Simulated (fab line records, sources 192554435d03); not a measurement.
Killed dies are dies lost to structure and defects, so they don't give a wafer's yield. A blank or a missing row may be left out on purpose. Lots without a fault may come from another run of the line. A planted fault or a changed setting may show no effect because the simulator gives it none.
A struck lot beside a sound one | flow n5_finfet | 17 steps out of a route of 1938
Sound: wafers L174.2, L174.4, L174.5. Struck: wafer L186.6. (L186.2, L186.4 of the same lot were not struck and are left out.) The cause comes at the end.
At each step with rows: each side's tool, then ch and its chambers, then its first start. Under that, the readings that differ: sound wafers | struck wafers | difference of the means | sigmas: that difference in standard deviations of wafers without a fault.
alike: readings whose means differ by less than 2 such deviations, and words and numbers that are the same on both sides. not compared: withheld readings, readings that some wafer has no value for, bounds like >300 that may hide the same value, and numbers for which the record gives no deviation and whose values overlap.
The two part at a step that has a row with sigmas, a row that says differs or no value, or rows on one side only. Numbers that don't overlap but have no deviation are shown without sigmas and don't part them. A reading that every wafer of one side lacks parts them only if that side has two wafers or more.

first, 5 steps without rows for these wafers: N5_BEOL_M0_DEGAS_112 (time 60 s); N5_BEOL_M0_PRE_CLEAN_113 (time 30 s); N5_BEOL_M0_ALD_136 (deposits TaN, pulse time 2 s, purge time 3 s, co reactant purge time 2 s); N5_BEOL_M0_SURFACE_TREAT_137; N5_BEOL_M0_CVD_115 (deposits Co from CCTBA/H2, time 120 s).
N5_BEOL_M0_SPUTTER_116: material Cu, target thk 4 nm, time 7.37 s.
  sound on pvd_sputter-03, day 6 20:17; struck on pvd_sputter-02, day 9 22:26
  alike: susceptor_temp_C, throttle_valve_pct
then, 2 steps without rows for these wafers: N5_BEOL_M0_ANNEAL_117 (time 60 s); N5_BEOL_M0_SPUTTER_132 (material Cu, target thk 4 nm, time 7.37 s).
N5_BEOL_M0_ANNEAL_133: time 60 s.
  sound on pvd_sputter-03, day 6 20:29; struck on pvd_sputter-02, day 9 22:38
  alike: heater_power_w, susceptor_temp_C
then, 1 step without rows for these wafers: N5_BEOL_M0_SPUTTER_134 (material Cu, target thk 4 nm, time 7.37 s).
N5_BEOL_M0_ANNEAL_135: time 60 s.
  sound on pvd_sputter-03, day 6 20:36; struck on pvd_sputter-02, day 9 22:46
  alike: heater_power_w, susceptor_temp_C
N5_BEOL_M0_SPUTTER_141: material Cu, target thk 4 nm, time 7.37 s.
  sound on pvd_sputter-03, day 6 20:38; struck on pvd_sputter-02, day 9 22:48
  reading              | sound                | struck | difference | sigmas
  susceptor_temp_C (C) | -19.94 -20.03 -20.08 | -19.80 | +0.22      | +2
  alike: throttle_valve_pct
N5_BEOL_M0_ECD_118: material Cu, target thk 300 nm.
  sound on ecd_cu-02 ch 0, day 6 20:46; struck on ecd_cu-01 ch 0, day 9 22:55
  reading                                 | sound             | struck | difference | sigmas
  model.Cu_of_BEOL_M0_ECD_118.thk_nm (nm) | 301.8 293.4 295.6 | 223.6  | -73.3      |
N5_BEOL_M0_ANNEAL_119: time 90 s.
  sound on rtp_anneal-01 ch 0, day 6 20:54; struck on rtp_anneal-01 ch 0, day 9 23:43
  alike: wafer_temp_C_max
N5_BEOL_M0_CMP_120: polishes, stops on SiOC, t overpolish 6.9 s.
  sound on cmp-04 ch 0,1,2, day 6 21:13; struck on cmp-04 ch 3, day 10 00:04
  reading                | sound    | struck | difference | sigmas
  time_to_endpoint_s (s) | 66 65 66 | 50     | -16        | -4
  alike: motor_current_A, retaining_ring_pressure_frac
-- the record jumps here: 4 days lie between the struck wafers' starts before and after (it left off in module BEOL_M0 and takes up again in module BEOL_M4, whose first step shown is number 1111 of the route) --
N5_BEOL_M4_RC_MEAS_101:
  sound on prober-01 ch 0, day 10 06:14; struck on prober-01 ch 0, day 14 08:53
  alike: DIBL_N, DIBL_P, IOFF_N, IOFF_P, ION_N, ION_P, SS_N, SS_P, VT_N, VT_P
N5_PASSIVATION_PROBE_49:
  the record has rows for the sound wafers here (prober-02, day 14 19:58) and none for the struck ones

WHERE THEY PART
First at N5_BEOL_M0_SPUTTER_141; last, within this record, at N5_PASSIVATION_PROBE_49.

WHY: what the simulator had put in
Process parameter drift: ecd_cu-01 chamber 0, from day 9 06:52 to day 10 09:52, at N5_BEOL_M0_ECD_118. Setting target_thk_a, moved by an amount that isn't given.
